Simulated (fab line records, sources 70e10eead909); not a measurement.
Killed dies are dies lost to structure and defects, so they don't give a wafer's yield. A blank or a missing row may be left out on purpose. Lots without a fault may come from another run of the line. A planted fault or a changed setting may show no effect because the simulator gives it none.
fab line records | flow nand_harc | part 1 of 2: steps 1 to 28 of 36
record lots=5 wafers=15 last_day=24
route steps=1159 shown A_M1@1048 A_BONDPAD@1059
lots that met no fault: from a run of the same line without faults
start_h: hours from the record's first day to the start of the lot's first wafer shown | wait_h: hours since the lot's step before | " the same as in the row above | L1.1+2: a row that stands for several wafers | - no value, or no start given | * or withheld: withheld | < > ~ a bound
route shown NAME@n: a module of which the file shows steps, and the number in the route of the first | usual: mean/standard deviation of fault-free wafers | same: alike in all rows | chamber/n: place in a boat | sites: the reading at each site | _std_site: their standard deviation | _edge_site: outer sites' mean less inner sites' | radius_mm: how far each site lies from the wafer's centre | mask NAME#n: copy n | behind: the tool/chamber that last shaped the wafer | hold: why the lot was held/for how many hours/how that ended | device: the transistor (n, p or np) that didn't switch | end of line: the same wafers' tests at the end of the route | a step without rows: its recipe alone | killed: dies lost to structure and defects at the first sort, not the wafer's yield | map: a wafer's dies, x killed, . not, _ none there
set.NAME: the setting as run; set.NAME@STEP: as run at that earlier step | model.NAME: the simulator's own value behind a step, which no gauge read
lots at some steps of the route; a table a step, a row a wafer
services: from which hour (start_h, from the record's first day; less than 0 if before it) a tool's chamber was out of use, for how many hours, and why
## steps
# step NHARC_A_M1_PVD_20
# recipe target_thk_a=50 bias_v=168.6 power_w=15000 chamber_pressure_pa=0.12 time_s=8.06 substrate_temp_c=50 material=TaN
# usual bias_v=168.3/1.5 throttle_valve_pct=30.3/1.1
# columns lot.wafer tool chamber start_h wait_h bias_v throttle_valve_pct
L076.3 pvd_sputter-01 - - - 170.0 31.4
L076.4 " - " " 169.4 29.9
L076.5 " - " " 167.1 31.3
L084.4 pvd_sputter-01 - - - 167.3 31.4
L084.3 " - " " 166.9 31.2
L084.5 " - " " 168.9 31.4
L088.3 pvd_sputter-02 - - - 167.1 30.2
L088.1 " - " " 170.8 31.8
L088.2 " - " " 165.3 29.9
L086.4 pvd_sputter-01 - - - 167.3 30.2
L086.1 " - " " 165.2 31.6
L086.2 " - " " 168.8 31.4
L096.1 pvd_sputter-03 - - - 166.9 28.4
L096.4 " - " " 169.5 29.1
L096.5 " - " " 168.0 31.1
# step NHARC_A_M1_PVD_21
# recipe target_thk_a=300 chamber_pressure_pa=5 power_w=5000 substrate_temp_c=30 time_s=20.49 material=Cu
# usual throttle_valve_pct=30.4/1.2
# columns lot.wafer tool chamber start_h wait_h throttle_valve_pct
L076.4 pvd_sputter-01 - - - 31.7
L076.3 " - " " 30.2
L076.5 " - " " 31.4
L084.3 pvd_sputter-01 - - - 31.5
L084.4 " - " " 31.2
L084.5 " - " " 31.6
L088.2 pvd_sputter-02 - - - 31.9
L088.1 " - " " 30.3
L088.3 " - " " 30.7
L086.1 pvd_sputter-01 - - - 31.6
L086.2 " - " " 31.2
L086.4 " - " " 31.3
L096.4 pvd_sputter-03 - - - 28.2
L096.1 " - " " 29.0
L096.5 " - " " 28.3
# step NHARC_A_M1_ECD_22
# recipe target_thk_a=4000 bath_temp_c=25 material=Cu
# columns lot.wafer tool chamber start_h wait_h
L076.4+3+5 ecd_cu-02 0,1,0 421.91 -
L084.3+4+5 ecd_cu-02 1,0,1 465.35 -
L088.1+2+3 ecd_cu-01 0,1,1 474.52 -
L086.1+2+4 ecd_cu-01 0,1,0 494.39 -
L096.1+4+5 ecd_cu-01 0,1,0 541.20 -
# step NHARC_A_M1_ANNEAL_31
# recipe temp_c=225 time_s=90
# usual anneal_temp_c_max=226.01/0.29 wafer_temp_C_max=225.83/0.24
# columns lot.wafer tool chamber start_h wait_h anneal_temp_c_max wafer_temp_C_max
L076.3 rtp_anneal-01 0 422.29 - 226.48 225.87
L076.4 " 0 " " 225.86 225.79
L076.5 " 0 " " 226.20 226.09
L084.3 rtp_anneal-01 0 465.73 - 226.50 225.97
L084.4 " 0 " " 226.20 226.11
L084.5 " 0 " " 226.38 226.15
L088.1 rtp_anneal-01 0 474.90 0.3 226.95 225.89
L088.2 " 0 " " 226.21 226.15
L088.3 " 0 " " 226.43 225.84
L086.1 rtp_anneal-01 0 494.77 - 225.84 225.48
L086.2 " 0 " " 226.13 226.11
L086.4 " 0 " " 226.36 225.75
L096.1 rtp_anneal-01 0 541.56 0.3 226.26 225.91
L096.4 " 0 " " 226.10 226.05
L096.5 " 0 " " 226.28 225.71
# step NHARC_A_M1_CMP_23
# recipe t_overpolish_s=20 target_thk_nm=154.34
# usual motor_current_A=12.0/0.84 time_to_endpoint_s=27.8/2.2
# columns lot.wafer tool chamber start_h wait_h motor_current_A time_to_endpoint_s
L076.3 cmp-03 3 422.54 - 12.3 25.8
L076.4 " 1 " " 11.4 27.9
L076.5 " 0 " " 12.8 27.5
L084.3 cmp-02 2 466.00 - 11.2 30.4
L084.4 " 3 " " 11.4 26.5
L084.5 " 1 " " 12.6 26.4
L088.1 cmp-03 2 475.25 - 11.8 28.5
L088.3 " 0 " " 12.5 27.3
L088.2 " 1 " " 11.9 29.9
L086.4 cmp-01 1 495.15 - 11.7 28.1
L086.2 " 2 " " 12.1 27.3
L086.1 " 3 " " 11.6 23.9
L096.1 cmp-01 2 541.91 - 12.5 29.8
L096.4 " 3 " " 12.0 29.7
L096.5 " 2 " " 11.8 28.8
# step NHARC_A_M1_THK_MEAS_24
# recipe thk_meas_gauge=xrf
# usual thk_nm=154.2/1.4
# columns lot.wafer tool chamber start_h wait_h thk_nm
L076.3 film_metro-02 - 422.86 - 153.5
L076.4 " - " " 153.7
L076.5 " - " " 154.6
L084.3 film_metro-01 - 466.30 - 153.4
L084.4 " - " " 152.4
L084.5 " - " " 153.2
L088.1 film_metro-02 - 475.56 - 154.5
L088.2 " - " " 154.3
L088.3 " - " " 156.8
L086.1 film_metro-01 - 495.43 - 154.7
L086.2 " - " " 152.7
L086.4 " - " " 152.5
L096.1 film_metro-01 - 542.22 - 155.5
L096.4 " - " " 153.4
L096.5 " - " " 154.7
# step NHARC_A_M1_SRD_25
# columns lot.wafer tool chamber start_h wait_h
L076.4+5+3 wet_bench-08 4,5,1 422.90 0.0
L084.4+5+3 wet_bench-08 4,0,1 466.33 0.0
L088.2+3+1 wet_bench-10 3,4,6 475.61 0.0
L086.1+4+2 wet_bench-10 1,2,3 495.48 0.0
L096.1+4+5 wet_bench-08 5,6,1 542.26 0.0
# step NHARC_A_M1_INSPECT_27
# usual raw_defect_count=426/110
# columns lot.wafer tool chamber start_h wait_h raw_defect_count
L076.3 defect_inspect-02 - 423.01 0.0 237
L076.4 " - " " 252
L076.5 " - " " 334
L084.3 defect_inspect-01 - 466.45 0.0 583
L084.4 " - " " 561
L084.5 " - " " 640
L088.1 defect_inspect-01 - 475.72 0.0 284
L088.2 " - " " 376
L088.3 " - " " 501
L086.1 defect_inspect-01 - 495.59 0.0 334
L086.2 " - " " 440
L086.4 " - " " 304
L096.1 defect_inspect-01 - 542.38 0.0 383
L096.4 " - " " 398
L096.5 " - " " 592
# step NHARC_A_M1_PRE_CLEAN_32
# recipe time_s=12 temp_c=370 rf_power_w=300 gas=NH3
# usual heater_power_outer_w=384/62 heater_power_w=629/89
# columns lot.wafer tool chamber start_h wait_h heater_power_outer_w heater_power_w
L076.4 pecvd-04 0 423.25 0.2 332 568
L076.3 " 1 " " 431 677
L076.5 " 1 " " 409 683
L084.3 pecvd-02 0 466.56 0.1 493 778
L084.5 " 2 " " 430 686
L084.4 " 0 " " 515 795
L088.2 pecvd-02 2 475.79 0.1 404 637
L088.1 " 0 " " 476 746
L088.3 " 1 " " 478 767
L086.1 pecvd-04 0 495.91 0.3 266 486
L086.2 " 1 " " 401 632
L086.4 " 0 " " 269 486
L096.1 pecvd-02 1 542.44 0.1 522 840
L096.4 " 1 " " 498 840
L096.5 " 2 " " 374 574
# step NHARC_A_M1_DEP_33
# recipe target_thk_a=300 temp_c=370 target_thk_nm=30 pressure_torr=3 flow_sccm=200 rf_w=450 material=SiCN
# usual chamber_pressure_Torr=3.000/0.0062 heater_power_outer_w=342/64 heater_power_w=574/90
# columns lot.wafer tool chamber start_h wait_h chamber_pressure_Torr heater_power_outer_w heater_power_w
L076.4 pecvd-04 0 423.45 0.2 2.993 231 425
L076.3 " 1 " " 3.007 355 593
L076.5 " 1 " " 3.009 353 569
L084.3 pecvd-02 0 466.70 0.1 3.003 425 682
L084.5 " 2 " " 3.004 392 621
L084.4 " 0 " " 2.992 437 681
L088.2 pecvd-02 2 475.87 0.1 3.002 346 572
L088.1 " 0 " " 2.999 490 753
L088.3 " 1 " " 3.004 351 595
L086.1 pecvd-04 0 495.99 0.1 3.008 299 508
L086.2 " 1 " " 3.008 339 585
L086.4 " 0 " " 2.995 293 501
L096.1 pecvd-02 1 542.52 0.1 3.004 502 838
L096.4 " 1 " " 3.001 501 828
L096.5 " 2 " " 3.005 326 541
# step NHARC_A_BONDPAD_DEP_00
# recipe target_thk_a=2500 temp_c=370 target_thk_nm=250 pressure_torr=3 flow_sccm=200 rf_w=450 material=SiCN
# usual chamber_pressure_Torr=3.000/0.0056 heater_power_outer_w=353/62 heater_power_w=601/80
# columns lot.wafer tool chamber start_h wait_h chamber_pressure_Torr heater_power_outer_w heater_power_w
L076.3 pecvd-03 0 424.40 - 3.006 374 608
L076.4 " 1 " " 2.996 355 608
L076.5 " 2 " " 2.997 302 592
L084.3 pecvd-04 2 467.32 - 3.000 359 620
L084.5 " 0 " " 2.994 287 494
L084.4 " 1 " " 2.996 342 567
L088.1 pecvd-02 0 - - 2.993 488 789
L088.3 " 1 " " 3.011 447 723
L088.2 " 2 " " 2.994 362 597
L086.2 pecvd-02 0 496.54 - 3.005 478 736
L086.1 " 1 " " 2.998 415 686
L086.4 " 1 " " 3.002 432 673
L096.1 pecvd-04 0 543.17 - 2.994 245 457
L096.4 " 1 " " 2.998 379 631
L096.5 " 0 " " 2.996 249 465
# step NHARC_A_BONDPAD_CMP_29
# recipe target_thk_nm=200 material=SiCN
# usual motor_current_A=12.1/0.72
# columns lot.wafer tool chamber start_h wait_h motor_current_A
L076.3 cmp-04 0 424.78 - 12.7
L076.4 " 1 " " 13.0
L076.5 " 3 " " 12.6
L084.4 cmp-03 2 467.63 - 11.5
L084.3 " 0 " " 12.4
L084.5 " 2 " " 11.6
L088.3 cmp-03 2 476.84 - 12.0
L088.1 " 3 " " 12.7
L088.2 " 0 " " 13.2
L086.4 cmp-04 1 496.94 - 13.3
L086.1 " 2 " " 11.0
L086.2 " 3 " " 12.5
L096.1 cmp-01 2 543.49 - 12.2
L096.4 " 0 " " 11.2
L096.5 " 2 " " 12.3
# step NHARC_A_BONDPAD_THK_MEAS_30
# recipe thk_meas_gauge=ellipsometry
# usual thk_nm=199.8/1.3
# columns lot.wafer tool chamber start_h wait_h thk_nm
L076.3 film_metro-01 - 424.98 0.2 199.2
L076.4 " - " " 200.6
L076.5 " - " " 197.4
L084.3 film_metro-01 - 467.89 0.2 199.3
L084.4 " - " " 201.7
L084.5 " - " " 200.6
L088.1 film_metro-02 - 477.09 0.2 201.0
L088.2 " - " " 202.5
L088.3 " - " " 202.4
L086.1 film_metro-01 - 497.20 0.2 198.6
L086.2 " - " " 198.6
L086.4 " - " " 199.4
L096.1 film_metro-02 - 543.74 0.2 200.6
L096.4 " - " " 200.3
L096.5 " - " " 201.5
# step NHARC_A_BONDPAD_SRD_31
# columns lot.wafer tool chamber start_h wait_h
L076.4+5+3 wet_bench-08 4,5,6 425.02 0.0
L084.5+3+4 wet_bench-10 0,1,2 467.93 0.0
L088.3+2+1 wet_bench-08 3,4,6 477.14 0.0
L086.1+4+2 wet_bench-08 7,0,2 497.25 0.0
L096.5+1+4 wet_bench-08 6,0,2 543.78 0.0
# step NHARC_A_BONDPAD_DEHYDRATE_01
# recipe temp_c=150 time_s=120
# columns lot.wafer tool chamber start_h wait_h
L076.3+4+5 litho_track-07 0 425.10 0.1
L084.3+4+5 litho_track-02 0 468.01 0.1
L088.1+2+3 litho_track-02 0 477.22 0.1
L086.1+2+4 litho_track-02 0 497.33 0.1
L096.1+4+5 litho_track-02 0 543.86 0.1
# step NHARC_A_BONDPAD_HMDS_02
# recipe time_s=30
# columns lot.wafer tool chamber start_h wait_h
L076.3+4+5 litho_track-07 0 - -
L084.3+4+5 litho_track-02 0 - -
L088.1+2+3 litho_track-02 0 - -
L086.1+2+4 litho_track-02 0 - -
L096.1+4+5 litho_track-02 0 - -
# step NHARC_A_BONDPAD_COAT_33
# recipe temp_c=200 time_s=65
# columns lot.wafer tool chamber start_h wait_h
L076.3+4+5 litho_track-07 0 - -
L084.3+4+5 litho_track-02 0 - -
L088.1+2+3 litho_track-02 0 - -
L086.1+2+4 litho_track-02 0 - -
L096.1+4+5 litho_track-02 0 - -
# step NHARC_A_BONDPAD_COAT_03
# recipe spin_rpm=2000 resist_thk_nm=600
# columns lot.wafer tool chamber start_h wait_h
L076.3+4+5 litho_track-07 0 - -
L084.3+4+5 litho_track-02 0 - -
L088.1+2+3 litho_track-02 0 - -
L086.1+2+4 litho_track-02 0 - -
L096.1+4+5 litho_track-02 0 - -
# step NHARC_A_BONDPAD_SOFTBAKE_04
# recipe temp_c=125 time_s=70
# columns lot.wafer tool chamber start_h wait_h
L076.3+4+5 litho_track-07 0 - -
L084.3+4+5 litho_track-02 0 - -
L088.1+2+3 litho_track-02 0 - -
L086.1+2+4 litho_track-02 0 - -
L096.1+4+5 litho_track-02 0 - -
# step NHARC_A_BONDPAD_EBR_05
# columns lot.wafer tool chamber start_h wait_h
L076.3+4+5 litho_track-07 0 - -
L084.3+4+5 litho_track-02 0 - -
L088.1+2+3 litho_track-02 0 - -
L086.1+2+4 litho_track-02 0 - -
L096.1+4+5 litho_track-02 0 - -
# step NHARC_A_BONDPAD_EXPOSE_06
# recipe na=0.55 dose_mj=36.99 mask_id=A_BPAD
# columns lot.wafer tool chamber start_h wait_h mask
L076.3+4+5 krf_scanner-03 0 425.40 - A_BPAD#0
L084.3+4+5 krf_scanner-02 0 468.31 - A_BPAD#0
L088.1+2+3 krf_scanner-01 0 477.38 - A_BPAD#0
L086.1+2+4 krf_scanner-03 0 497.62 - A_BPAD#0
L096.1+4+5 krf_scanner-02 0 544.15 - A_BPAD#0
# step NHARC_A_BONDPAD_PEB_07
# recipe peb_temp_c=128 peb_time_s=80
# same peb_time_s=80
# columns lot.wafer tool chamber start_h wait_h
L076.3+4+5 litho_track-02 0 425.46 0.1
L084.3+4+5 litho_track-02 0 468.36 0.1
L088.1+2+3 litho_track-07 0 477.45 0.1
L086.1+2+4 litho_track-05 0 497.69 0.1
L096.1+4+5 litho_track-05 0 544.22 0.1
# step NHARC_A_BONDPAD_DEVELOP_08
# recipe time_s=50 dev_temp_c=22
# columns lot.wafer tool chamber start_h wait_h
L076.3+4+5 litho_track-02 0 - -
L084.3+4+5 litho_track-02 0 - -
L088.1+2+3 litho_track-07 0 - -
L086.1+2+4 litho_track-05 0 - -
L096.1+4+5 litho_track-05 0 - -
# step NHARC_A_BONDPAD_CD_MEAS_09
# recipe target_cd_nm=500 landing_energy_ev=500
# usual cd_nm=499.9/1.6
# columns lot.wafer tool chamber start_h wait_h cd_nm
L076.3 cd_sem-03 0 425.55 - 499.3
L076.4 " 0 " " 498.0
L076.5 " 0 " " 498.2
L084.3 cd_sem-01 0 468.45 - 499.4
L084.4 " 0 " " 497.3
L084.5 " 0 " " 499.5
L088.1 cd_sem-03 0 477.53 - 500.7
L088.2 " 0 " " 501.1
L088.3 " 0 " " 498.4
L086.1 cd_sem-01 0 497.77 - 502.1
L086.2 " 0 " " 502.9
L086.4 " 0 " " 500.8
L096.1 cd_sem-03 0 544.30 - 500.3
L096.4 " 0 " " 500.1
L096.5 " 0 " " 501.2
# step NHARC_A_BONDPAD_OVL_MEAS_35
# usual overlay_x_nm=1/4.8 overlay_y_nm=-1/5.3
# columns lot.wafer tool chamber start_h wait_h overlay_x_nm overlay_y_nm
L076.3 overlay-02 - 425.63 - 6 2
L076.4 " - " " 6 3
L076.5 " - " " 7 2
L084.3 overlay-02 - 468.54 - -10 -6
L084.4 " - " " -10 -7
L084.5 " - " " -10 -7
L088.1 overlay-01 - 477.62 - 5 -15
L088.2 " - " " 5 -15
L088.3 " - " " 5 -15
L086.1 overlay-02 - 497.86 - 10 -2
L086.2 " - " " 9 -3
L086.4 " - " " 9 -2
L096.1 overlay-02 - 544.39 - 0 5
L096.4 " - " " -1 4
L096.5 " - " " 0 4
# step NHARC_A_BONDPAD_HARDBAKE_10
# recipe temp_c=118 time_s=65
# columns lot.wafer tool chamber start_h wait_h
L076.3+4+5 litho_track-07 0 425.68 0.1
L084.3+4+5 litho_track-07 0 468.59 0.1
L088.1+2+3 litho_track-02 0 477.67 0.0
L086.1+2+4 litho_track-05 0 497.91 0.0
L096.1+4+5 litho_track-02 0 544.44 0.0
# step NHARC_A_BONDPAD_DESCUM_11
# recipe time_s=3 o2_flow_sccm=200 ar_flow_sccm=0 bias_power_w=0 chemistry=O2
# usual chamber_pressure_mTorr=60.00/0.055 drypump_motor_current_A=5.6/0.39 oes_product_au=0.999/0.008 rf_vpp_V=57.8/0.77 showerhead_plenum_p_Torr=1.87/0.083 throttle_valve_pct=11.311/0.0091
# columns lot.wafer tool chamber start_h wait_h chamber_pressure_mTorr drypump_motor_current_A oes_product_au rf_hours_counter_h rf_vpp_V showerhead_plenum_p_Torr throttle_valve_pct
L076.4 rie_diel-04 1 425.76 - 59.97 5.3 0.995 21 57.6 1.82 11.301
L076.3 " 3 " " 60.12 4.9 1.004 23 56.3 1.79 11.303
L076.5 " 0 " " 60.10 6.4 0.987 - 57.9 1.93 11.303
L084.4 rie_diel-09 2 468.66 - 59.98 5.6 1.004 1 57.4 1.83 11.319
L084.3 " 1 " " 60.03 5.9 1.001 1 58.3 2.01 11.327
L084.5 " 3 " " 59.99 5.5 1.011 - 56.8 1.78 11.311
L088.2 rie_diel-09 0 477.75 - 59.96 5.8 0.995 1 57.5 1.88 11.324
L088.1 " 1 " " 59.98 5.9 1.001 1 57.2 2.01 11.286
L088.3 " 3 " " 60.06 5.5 0.999 1 57.6 1.78 11.306
L086.2 rie_diel-09 3 497.99 - 59.94 5.4 0.991 1 57.6 1.78 11.301
L086.4 " 0 " " 60.00 5.8 0.985 2 58.0 1.88 11.311
L086.1 " 1 " " 59.94 5.9 0.987 2 58.7 2.01 11.312
L096.4 rie_diel-09 3 544.52 - 59.98 5.5 0.990 3 57.3 1.78 11.310
L096.1 " 1 " " 59.90 6.0 0.985 3 59.2 2.01 11.321
L096.5 " 2 " " 59.96 5.6 0.996 - 57.7 1.83 11.309
# step NHARC_A_BONDPAD_ETCH_34
# recipe target_depth_a=600 overetch_a=180 time_s=65.91 ion_energy_ev=200 n2_flow_sccm=150 h2_flow_sccm=150 ar_flow_sccm=0 rf_w=400 bias_w=150 chemistry=N2/H2
# usual chamber_pressure_mTorr=30.002/0.028 drypump_motor_current_A=5.6/0.38 oes_product_au=0.999/0.0072 rf_vpp_V=429.3/2.9 showerhead_plenum_p_Torr=2.00/0.095 throttle_valve_pct=14.171/0.01
# columns lot.wafer tool chamber start_h wait_h chamber_pressure_mTorr drypump_motor_current_A oes_product_au rf_hours_counter_h rf_vpp_V showerhead_plenum_p_Torr throttle_valve_pct
L076.4 rie_diel-04 3 425.85 0.1 29.989 4.9 1.015 23 426.4 1.90 14.160
L076.3 " 1 " " 29.981 5.3 1.007 21 426.7 1.93 14.173
L076.5 " 3 " " 29.964 4.9 1.010 - 428.0 1.91 14.171
L084.3 rie_diel-09 1 468.75 0.1 30.012 6.0 1.001 1 433.7 2.14 14.167
L084.4 " 2 " " 30.039 5.6 0.994 1 427.9 1.94 14.177
L084.5 " 0 " " 30.034 5.8 0.998 - 429.2 2.00 14.183
L088.2 rie_diel-09 3 477.84 0.1 29.972 5.5 1.003 1 424.7 1.90 14.163
L088.1 " 0 " " 30.042 5.8 0.999 1 430.1 2.00 14.176
L088.3 " 1 " " 30.041 6.0 1.005 1 434.0 2.14 14.163
L086.1 rie_diel-09 2 498.08 0.1 30.019 5.6 0.995 2 427.5 1.95 14.156
L086.2 " 3 " " 30.007 5.5 0.985 1 427.4 1.90 14.169
L086.4 " 0 " " 29.965 5.8 0.992 2 428.5 2.00 14.166
L096.1 rie_diel-09 2 544.60 0.1 30.049 5.6 1.001 3 429.7 1.94 14.195
L096.4 " 3 " " 29.971 5.5 1.001 3 426.8 1.89 14.166
L096.5 " 2 " " 30.001 5.6 0.993 - 427.5 1.94 14.194
